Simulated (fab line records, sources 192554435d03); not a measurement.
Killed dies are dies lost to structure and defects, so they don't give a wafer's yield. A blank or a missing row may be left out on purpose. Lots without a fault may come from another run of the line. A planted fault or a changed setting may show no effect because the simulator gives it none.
Chamber matching | flow n5_finfet | N5_BEOL_M7_CURE_74 on uv_cure-01: 3 sister chambers
The step cures SiCOH lowk, time 240 s. 3 wafers are shown with their chamber, then 7 later ones without.

WAFERS WITH THEIR CHAMBER
wafer  | chamber | wafer_temp_C_max
L085.5 | 1       | 386.8
L091.5 | 0       | 386.1
L092.4 | 2       | 386.6

WAFERS WITHOUT THEIR CHAMBER
wafer  | wafer_temp_C_max
L092.6 | 386.9
L094.3 | 386.0
L094.4 | 386.3
L094.6 | 386.3
L097.3 | 386.0
L097.4 | 386.0
L097.6 | 386.0

WHICH CHAMBER EACH WENT THROUGH
wafer  | from the rows above     | in truth
L092.6 | can't be placed: 1 or 2 | 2
L094.3 | 0                       | 0
L094.4 | can't be placed: 0 or 2 | 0
L094.6 | can't be placed: 0 or 2 | 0
L097.3 | 0                       | 0
L097.4 | 0                       | 0
L097.6 | 0                       | 0
Placed correctly: 4 of 7. Can't be placed from these rows: 3 (the true chamber is among the candidates in 3). Placed wrongly: 0.
How it was worked out, from the rows above alone: a wafer's distance from a chamber is the root of the sum, over the readings, of the square of ((its reading less the chamber's mean) divided by the reading's scatter). The wafer belongs to the nearest chamber; if the next one is less than 2 further off, it can't be placed. A chamber's mean is the mean of its shown wafers. The scatter: with one shown wafer a chamber, the root of the mean of the squares of how far each hidden wafer lies from its nearest shown one.
